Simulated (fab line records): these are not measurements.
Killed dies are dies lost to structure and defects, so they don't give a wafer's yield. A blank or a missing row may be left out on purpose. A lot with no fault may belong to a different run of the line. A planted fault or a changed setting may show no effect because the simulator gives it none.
Matching of chambers + flow n5_finfet + N5_BEOL_M9_ETCH_76 on rie_diel-02: 4 sister chambers
The step etches underlayer in N2/H2, target depth 6.5 nm, time 5.2 s. 8 wafers are shown with their chamber, then 12 later ones without.

## WAFERS PAIRED WITH THEIR CHAMBERS
| wafer  | chamber | drypump_motor_current_A (A) | showerhead_plenum_p_Torr (Torr) |
|--------|---------|-----------------------------|---------------------------------|
| L081.6 | 3       | 6.3                         | 2.63                            |
| L090.3 | 2       | 5.9                         | 2.69                            |
| L090.5 | 0       | 5.2                         | 2.59                            |
| L089.3 | 0       | 5.2                         | 2.58                            |
| L089.6 | 1       | 6.3                         | 2.59                            |
| L091.1 | 1       | 6.3                         | 2.58                            |
| L091.2 | 3       | 6.2                         | 2.63                            |
| L091.3 | 2       | 5.9                         | 2.69                            |

## WAFERS WITHOUT THEIR CHAMBER
| wafer  | drypump_motor_current_A (A) | showerhead_plenum_p_Torr (Torr) |
|--------|-----------------------------|---------------------------------|
| L091.4 | 5.2                         | 2.58                            |
| L091.5 | 6.3                         | 2.59                            |
| L091.6 | 5.2                         | 2.58                            |
| L094.1 | 6.3                         | 2.58                            |
| L094.2 | 6.3                         | 2.63                            |
| L094.3 | 5.2                         | 2.58                            |
| L094.4 | 5.9                         | 2.68                            |
| L094.5 | 6.3                         | 2.63                            |
| L094.6 | 5.9                         | 2.69                            |
| L097.1 | 5.2                         | 2.58                            |
| L097.3 | 6.2                         | 2.62                            |
| L097.4 | 5.9                         | 2.68                            |

## THE CHAMBER EACH PASSED THROUGH
| wafer  | from the rows above | in truth |
|--------|---------------------|----------|
| L091.4 | 0                   | 0        |
| L091.5 | 1                   | 1        |
| L091.6 | 0                   | 0        |
| L094.1 | 1                   | 1        |
| L094.2 | 3                   | 3        |
| L094.3 | 0                   | 0        |
| L094.4 | 2                   | 2        |
| L094.5 | 3                   | 3        |
| L094.6 | 2                   | 2        |
| L097.1 | 0                   | 0        |
| L097.3 | 3                   | 3        |
| L097.4 | 2                   | 2        |
Correct placement for 12 of the 12. Left unplaced by these rows: 0. Placed wrongly: 0.
How it was worked out, from the rows above alone: a wafer's distance from a chamber is the root of the sum, over the readings, of the square of ((its reading less the chamber's mean) divided by the reading's scatter). If the next closest chamber is less than 2 further off than the closest, the wafer can't be placed; otherwise it belongs to the closest. For every chamber, the mean is computed from those of its wafers that are shown. How the scatter is found: for the shown wafers, subtract from each reading the mean of its chamber, square and add these, divide the total by (wafers less chambers), then take the root.
